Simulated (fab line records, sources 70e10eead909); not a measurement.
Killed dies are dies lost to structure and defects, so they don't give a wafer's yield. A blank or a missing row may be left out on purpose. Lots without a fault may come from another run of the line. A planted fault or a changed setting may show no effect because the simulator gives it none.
Which tool did it? | flow nand_harc | 12 lots, 36 wafers sampled, at 5 steps of a route of 1159

WHAT THE GAUGES READ, wafer by wafer
NHARC_END_SORT_01.
lot  | measured     | on        | killed_at_array | killed_at_other | killed_at_periphery | killed_dies | killed_open | killed_short
L884 | day 24 01:02 | prober-02 | 32 38 672       | 0 1 1           | 2 2 4               | 34 41 677   | 4 3 2       | 1 3 0

WHICH TOOL RAN EACH LOT (tool, then ch and the chambers of the sampled wafers, then the start)
lot  | NHARC_A_WL_FILL_ALD_00           | NHARC_A_WL_FILL_STRIP_27             | NHARC_A_WL_FILL_ETCHBACK_16        | NHARC_A_WL_FILL_STRIP_29
L866 | ald_hk-03 ch 1,2,3, day 15 07:49 | plasma_asher-02 ch 0,1, day 15 16:05 | rie_diel-09 ch 0,1,3, day 16 03:49 | rie_diel-09 ch 2,3, day 16 03:53
L865 | ald_hk-02 ch 0,1,3, day 15 07:49 | plasma_asher-01 ch 0,1, day 15 14:20 | rie_diel-02 ch 0,3, day 16 00:07   | rie_diel-02 ch 1,2,3, day 16 00:13
L868 | ald_hk-02 ch 1,2,3, day 15 07:59 | plasma_asher-02 ch 0,1, day 15 17:02 | rie_diel-09 ch 2,3, day 16 00:07   | rie_diel-09 ch 0,3, day 16 00:13
L869 | ald_hk-01 ch 0,1,3, day 15 17:13 | plasma_asher-01 ch 0,1, day 16 00:53 | rie_diel-02 ch 1,2,3, day 16 10:49 | rie_diel-02 ch 0,1,2, day 16 10:53
L867 | ald_hk-01 ch 1,2, day 15 17:20   | plasma_asher-01 ch 0,1, day 16 04:28 | rie_diel-10 ch 0,2,3, day 16 16:47 | rie_diel-10 ch 1,2,3, day 16 16:51
L874 | ald_hk-03 ch 0,2, day 17 11:59   | plasma_asher-01 ch 0,1, day 17 17:05 | rie_diel-10 ch 0,1, day 18 02:57   | rie_diel-10 ch 0,1,2, day 18 03:30
L873 | ald_hk-03 ch 0,1,3, day 17 17:02 | plasma_asher-01 ch 0,1, day 17 22:44 | rie_diel-09 ch 0,2,3, day 18 08:52 | rie_diel-09 ch 0,2,3, day 18 08:58
L877 | ald_hk-03 ch 1,2, day 17 19:49   | plasma_asher-02 ch 0, day 18 01:04   | rie_diel-02 ch 0,2, day 18 11:58   | rie_diel-02 ch 1,2,3, day 18 12:04
L880 | ald_hk-02 ch 0,2, day 18 04:11   | plasma_asher-01 ch 0,1, day 18 12:59 | rie_diel-09 ch 1,2, day 18 21:32   | rie_diel-09 ch 0,1,3, day 18 21:38
L884 | ald_hk-02 ch 0,2,3, day 19 03:50 | plasma_asher-02 ch 0,1, day 19 11:35 | rie_diel-02 ch 0,2,3, day 19 22:01 | rie_diel-02 ch 0,2,3, day 19 22:06
L883 | ald_hk-01 ch 0,1,3, day 20 01:50 | plasma_asher-01 ch 0,1, day 20 06:23 | rie_diel-10 ch 0,1, day 20 16:29   | rie_diel-10 ch 1,3, day 20 16:35
L887 | ald_hk-03 ch 0,2,3, day 20 20:23 | plasma_asher-02 ch 0,1, day 21 01:11 | rie_diel-09 ch 0,2,3, day 21 11:01 | rie_diel-09 ch 1,2,3, day 21 11:05
- NHARC_A_WL_FILL_ALD_00: deposits Al2O3, target thk 3 nm, pulse time 3 s, ald cycles 30.
- NHARC_A_WL_FILL_STRIP_27: strips in N2/H2, time 20 s.
- NHARC_A_WL_FILL_ETCHBACK_16: etches the open film in C4F8/O2/Ar, target depth 88 nm, time 17.6 s.
- NHARC_A_WL_FILL_STRIP_29: strips in O2, time 20 s.

WHAT THE TOOLS THEMSELVES READ (means of the sampled wafers that have a number; where no wafer has one, the mark that the record gives instead)
NHARC_A_WL_FILL_ALD_00.
lot  | tool      | heater_power_outer_w (W) | heater_power_w (W) | precursor_pulse_height_rel
L866 | ald_hk-03 | 283                      | 486                | 1.005
L865 | ald_hk-02 | 280                      | 481                | 0.978
L868 | ald_hk-02 | 298                      | 532                | 1.002
L869 | ald_hk-01 | 246                      | 437                | 0.998
L867 | ald_hk-01 | 252                      | 423                | 0.996
L874 | ald_hk-03 | 242                      | 410                | 0.998
L873 | ald_hk-03 | 257                      | 467                | 1.015
L877 | ald_hk-03 | 296                      | 496                | 0.982
L880 | ald_hk-02 | 310                      | 524                | 1.008
L884 | ald_hk-02 | 304                      | 535                | 0.994
L883 | ald_hk-01 | 253                      | 446                | 0.988
L887 | ald_hk-03 | 246                      | 432                | 1.009

NHARC_A_WL_FILL_STRIP_27.
lot  | tool            | drypump_motor_current_A (A) | heater_power_w (W)
L866 | plasma_asher-02 | 6.0                         | 340
L865 | plasma_asher-01 | 5.5                         | 387
L868 | plasma_asher-02 | 6.0                         | 345
L869 | plasma_asher-01 | 5.4                         | 380
L867 | plasma_asher-01 | 5.2                         | 367
L874 | plasma_asher-01 | 5.5                         | 382
L873 | plasma_asher-01 | 5.5                         | 384
L877 | plasma_asher-02 | 6.2                         | 323
L880 | plasma_asher-01 | 5.2                         | 367
L884 | plasma_asher-02 | 6.1                         | 330
L883 | plasma_asher-01 | 5.2                         | 356
L887 | plasma_asher-02 | 6.0                         | 331

NHARC_A_WL_FILL_ETCHBACK_16.
lot  | tool        | bias_w (W) | oes_product_au (a.u.) | rf_vpp_V (V) | run_length_s (s)
L866 | rie_diel-09 | 803.8      | 0.92                  | 723          | 38.4
L865 | rie_diel-02 | 800.1      | 0.98                  | 729          | 38.8
L868 | rie_diel-09 | 800.3      | 1.00                  | 724          | 38.9
L869 | rie_diel-02 | 800.8      | 1.00                  | 722          | 39.2
L867 | rie_diel-10 | 799.5      | 1.01                  | 723          | 38.2
L874 | rie_diel-10 | 801.5      | 1.00                  | 721          | 38.4
L873 | rie_diel-09 | 798.4      | 0.99                  | 722          | 38.7
L877 | rie_diel-02 | 799.7      | 1.00                  | 724          | 39.0
L880 | rie_diel-09 | 797.0      | 0.92                  | 724          | 38.9
L884 | rie_diel-02 | 800.8      | 0.99                  | 726          | 35.2
L883 | rie_diel-10 | 801.9      | 0.99                  | 722          | 38.6
L887 | rie_diel-09 | 800.8      | 0.94                  | 723          | 39.0

NHARC_A_WL_FILL_STRIP_29.
lot  | tool        | drypump_motor_current_A (A) | mfc_ar_sccm (sccm) | oes_product_au (a.u.) | rf_vpp_V (V) | showerhead_plenum_p_Torr (Torr) | throttle_valve_pct (%)
L866 | rie_diel-09 | 6.0                         | 0.022              | 0.999                 | 58.3         | 3.63                            | 17.032
L865 | rie_diel-02 | 5.7                         | 0.000              | 1.000                 | 58.0         | 3.51                            | 17.038
L868 | rie_diel-09 | 5.7                         | 0.018              | 0.999                 | 57.2         | 3.59                            | 17.044
L869 | rie_diel-02 | 5.3                         | 0.000              | 0.999                 | 57.8         | 3.54                            | 17.046
L867 | rie_diel-10 | 5.4                         | 0.010              | 1.003                 | 58.8         | 3.60                            | 17.032
L874 | rie_diel-10 | 5.3                         | 0.008              | 1.015                 | 57.4         | 3.46                            | 17.031
L873 | rie_diel-09 | 5.9                         | 0.019              | 1.002                 | 58.1         | 3.51                            | 17.037
L877 | rie_diel-02 | 5.7                         | 0.000              | 1.006                 | 56.8         | 3.50                            | 17.043
L880 | rie_diel-09 | 5.7                         | 0.022              | 1.003                 | 57.2         | 3.53                            | 17.053
L884 | rie_diel-02 | 5.9                         | 0.000              | 0.997                 | 57.6         | 3.63                            | 17.024
L883 | rie_diel-10 | 5.5                         | 0.021              | 0.993                 | 57.7         | 3.72                            | 17.038
L887 | rie_diel-09 | 6.0                         | 0.026              | 1.004                 | 57.1         | 3.58                            | 17.034

THE ANSWER, worked out from the rows above alone
Rule: what is usual is taken from the lots themselves. Put in order of their means at a reading, lots are off if they are a third of the lots or fewer, leave a main group of 4 or more, and stand apart from it by a gap of 3 or more times the standard deviation of the main group's means; of several such gaps the widest counts. A main group whose means are all the same, to the digits that the tables above print for the reading, isn't used. A lot without any number at a reading at which 4 lots or more have one is off too. The other lots that the step has rows for count as sound. The gauges are gone through in route order, then the tools' own readings, and for those a lot's mean is taken as printed above. The first step at which some lot is off is used, and at that step the reading that is off furthest; a lot without a number counts as furthest.
Off: L884, at NHARC_A_WL_FILL_ETCHBACK_16 (run_length_s). The main group: mean 38.7 s, standard deviation 0.29.
A tool fits if, at that step or a process step before it, it ran every lot that is off, and no sound lot after the first of them. Can't be told from this: 2 tools fit, ald_hk-02 at NHARC_A_WL_FILL_ALD_00, rie_diel-02 at NHARC_A_WL_FILL_ETCHBACK_16.

WHAT THE SIMULATOR HAD PUT IN
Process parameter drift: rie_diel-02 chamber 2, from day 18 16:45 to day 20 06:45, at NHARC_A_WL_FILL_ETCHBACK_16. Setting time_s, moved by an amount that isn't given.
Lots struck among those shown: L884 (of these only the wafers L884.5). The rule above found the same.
